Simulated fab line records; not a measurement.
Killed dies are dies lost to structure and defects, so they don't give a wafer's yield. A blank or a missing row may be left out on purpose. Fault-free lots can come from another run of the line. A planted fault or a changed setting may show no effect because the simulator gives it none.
The tool behind it: which one?	flow nand-harc	12 lots with 36 wafers sampled at 5 steps, on a route of 1159 steps

## WHAT EACH GAUGE READ, for each wafer
NHARC_A_SIN_REMOVE_INSPECT_04.
lot	measured	on	raw-defect-count
L462	day 14 20:23	defect-inspect-02	313 370 333
L468	day 16 04:41	defect-inspect-01	413 340 316
L467	day 16 04:41	defect-inspect-02	258 188 275
L470	day 16 17:11	defect-inspect-02	336 321 291
L473	day 17 02:19	defect-inspect-02	225 370 227
L469	day 17 02:19	defect-inspect-01	303 440 351
L475	day 17 21:36	defect-inspect-02	333 358 406
L480	day 19 08:17	defect-inspect-02	239 279 244
L481	day 19 08:17	defect-inspect-01	245 273 404
L482	day 20 09:40	defect-inspect-01	360 329 256
L483	day 20 09:42	defect-inspect-02	242 236 217
L485	day 21 03:37	defect-inspect-01	423 208 277

NHARC_END_SORT_01.
lot	measured	on	killed-at-array	killed-at-other	killed-at-periphery	killed-dies	killed-open	killed-short
L473	day 21 09:49	prober-01	603 34 19	0 1 0	1 3 4	604 38 23	2 3 4	0 2 3
L469	day 21 14:16	prober-02	9 650 11	2 0 0	4 4 4	15 654 15	2 2 3	0 3 1
L475	day 22 06:43	prober-02	649 28 24	0 0 0	2 2 2	651 30 26	3 5 1	2 4 0

## TOOL THAT RAN EACH LOT (tool first, then ch and the chambers of the sampled wafers, then the start)
lot	NHARC_A_SLIT_ETCH_17	NHARC_A_SLIT_ETCH_29	NHARC_A_WL_FILL_ETCHBACK_04
L462	har-etch-01 ch 0, day 14 11:55	rie-diel-05 ch 1,2,3, day 14 13:47	rie-metal-03 ch 1, day 15 01:23
L468	har-etch-02 ch 0,1, day 15 18:53	rie-diel-01 ch 1,3, day 15 20:29	rie-metal-03 ch 0,1, day 16 09:09
L467	har-etch-01 ch 0,1, day 15 21:06	rie-diel-01 ch 0,1,3, day 15 22:29	rie-metal-01 ch 0,1, day 16 09:14
L470	har-etch-01 ch 0,1, day 16 07:49	rie-diel-02 ch 0,2,3, day 16 09:41	rie-metal-01 ch 0,1, day 16 22:07
L473	har-etch-02 ch 0,1, day 16 15:58	rie-diel-05 ch 0,1, day 16 18:04	rie-metal-03 ch 0,1, day 17 10:23
L469	har-etch-01 ch 0,1, day 16 16:48	rie-diel-01 ch 0,2, day 16 18:39	rie-metal-03 ch 0,1, day 17 09:59
L475	har-etch-01 ch 0,1, day 17 11:44	rie-diel-05 ch 0,3, day 17 13:21	rie-metal-03 ch 0,1, day 18 03:34
L480	har-etch-01 ch 0,1, day 18 21:53	rie-diel-01 ch 0,1, day 18 23:58	rie-metal-01 ch 0,1, day 19 16:16
L481	har-etch-02 ch 0,1, day 18 22:40	rie-diel-02 ch 1,2,3, day 19 00:16	rie-metal-02 ch 0,1, day 19 13:35
L482	har-etch-01 ch 0,1, day 19 23:31	rie-diel-05 ch 0,1,2, day 20 01:23	rie-metal-01 ch 0,1, day 20 17:18
L483	har-etch-01 ch 0,1, day 20 01:12	rie-diel-05 ch 0,1, day 20 03:04	rie-metal-02 ch 0,1, day 20 18:57
L485	har-etch-02 ch 0,1, day 20 17:44	rie-diel-02 ch 0,2,3, day 20 19:22	rie-metal-01 ch 0,1, day 21 10:49
- NHARC_A_SLIT_ETCH_17: etches the open film in C4F8/O2/Ar, time 1687.5 s, target depth 10100 nm.
- NHARC_A_SLIT_ETCH_29: etches the open film in CF4/O2, target depth 100 nm, overetch 10 nm, time 55 s.
- NHARC_A_WL_FILL_ETCHBACK_04: etches the open film in NF3, target depth 60 nm, time 120 s.

## WHAT THE TOOLS THEMSELVES READ (means of the sampled wafers that have a number; where no wafer has one, the mark that the record gives instead)
NHARC_A_SLIT_ETCH_17.
lot	tool	drypump-motor-current-A (A)	showerhead-plenum-p-Torr (Torr)	throttle-valve-pct (%)
L462	har-etch-01	5.6	3.80	32.046
L468	har-etch-02	5.9	3.76	32.042
L467	har-etch-01	5.9	3.73	32.050
L470	har-etch-01	6.1	3.67	32.044
L473	har-etch-02	5.8	3.75	32.047
L469	har-etch-01	5.9	3.72	32.048
L475	har-etch-01	5.9	3.72	32.039
L480	har-etch-01	5.9	3.71	32.047
L481	har-etch-02	5.9	3.74	32.048
L482	har-etch-01	5.9	3.71	32.050
L483	har-etch-01	5.9	3.70	32.041
L485	har-etch-02	5.9	3.73	32.038

NHARC_A_SLIT_ETCH_29.
lot	tool	drypump-motor-current-A (A)	oes_o_777_au (a.u.)	oes-product-au (a.u.)	rf-vpp-V (V)	showerhead-plenum-p-Torr (Torr)	throttle-valve-pct (%)
L462	rie-diel-05	5.7	0.995	1.003	198.2	1.33	13.391
L468	rie-diel-01	5.4	0.998	1.010	198.1	1.35	13.393
L467	rie-diel-01	5.6	1.001	1.019	198.9	1.34	13.398
L470	rie-diel-02	5.6	0.998	1.007	198.2	1.36	13.397
L473	rie-diel-05	5.4	1.004	1.026	198.0	1.33	13.393
L469	rie-diel-01	5.8	0.998	0.996	196.9	1.30	13.395
L475	rie-diel-05	6.0	1.000	1.016	198.7	1.37	13.410
L480	rie-diel-01	5.4	0.999	1.010	198.4	1.34	13.407
L481	rie-diel-02	5.5	0.996	1.007	198.2	1.36	13.391
L482	rie-diel-05	5.5	0.999	1.025	196.6	1.30	13.397
L483	rie-diel-05	5.5	1.001	1.016	197.2	1.32	13.400
L485	rie-diel-02	5.6	1.003	1.014	199.1	1.36	13.396

NHARC_A_WL_FILL_ETCHBACK_04.
lot	tool	drypump-motor-current-A (A)	oes-product-au (a.u.)	run-length-s (s)
L462	rie-metal-03	5.38	1.008	141.1
L468	rie-metal-03	5.61	1.006	141.0
L467	rie-metal-01	5.52	1.002	141.1
L470	rie-metal-01	5.52	0.992	141.1
L473	rie-metal-03	5.85	1.003	126.8
L469	rie-metal-03	5.81	0.992	127.1
L475	rie-metal-03	5.82	0.984	127.1
L480	rie-metal-01	5.47	0.999	140.8
L481	rie-metal-02	5.75	0.993	141.1
L482	rie-metal-01	5.47	1.004	140.8
L483	rie-metal-02	5.93	0.983	141.6
L485	rie-metal-01	5.46	1.008	140.6

## THE ANSWER, worked out from the rows above alone
Rule: the usual values come from the lots themselves. The widest of any qualifying gaps counts: lots, ordered by their means at a reading, are off when they make up no more than a third of the lots, leave a main group of 4 or more, and stand apart from it by 3 or more times the standard deviation of that group's means. If all means in a main group match to the digits the tables above print for the reading, that group is not used. Also off: a lot with no number at a reading for which 4 or more lots have one. The other lots that the step has rows for count as sound. After the gauges, taken in route order, come the tools' own readings; for these a lot's mean is taken, as printed above. At the first step where some lot is off, the reading lying furthest off is the one used; lots without a number count as furthest.
Off at NHARC_A_WL_FILL_ETCHBACK_04 (run-length-s): L473, L469, L475. Main group: mean 141.0 s, sd 0.27.
A tool fits if, at that step or a process step before it, it ran every lot that is off, and no sound lot after the first of them. One fits: NHARC_A_WL_FILL_ETCHBACK_04 on rie-metal-03. Its last sound lot is L468 (day 16 09:09), its first lot that is off L469 (day 17 09:59): a fault that began between those two fits.
The tool's own readings at NHARC_A_WL_FILL_ETCHBACK_04 bear it out: on the lots that are off they differ by more than 5 times the standard deviation of the sound lots' means. run-length-s reads 127.0 s there against 141.0 s on the sound lots.

## WHAT HAD BEEN PUT IN BY THE SIMULATOR
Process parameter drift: rie-metal-03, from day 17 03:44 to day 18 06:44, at NHARC_A_WL_FILL_ETCHBACK_04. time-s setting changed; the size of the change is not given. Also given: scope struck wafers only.
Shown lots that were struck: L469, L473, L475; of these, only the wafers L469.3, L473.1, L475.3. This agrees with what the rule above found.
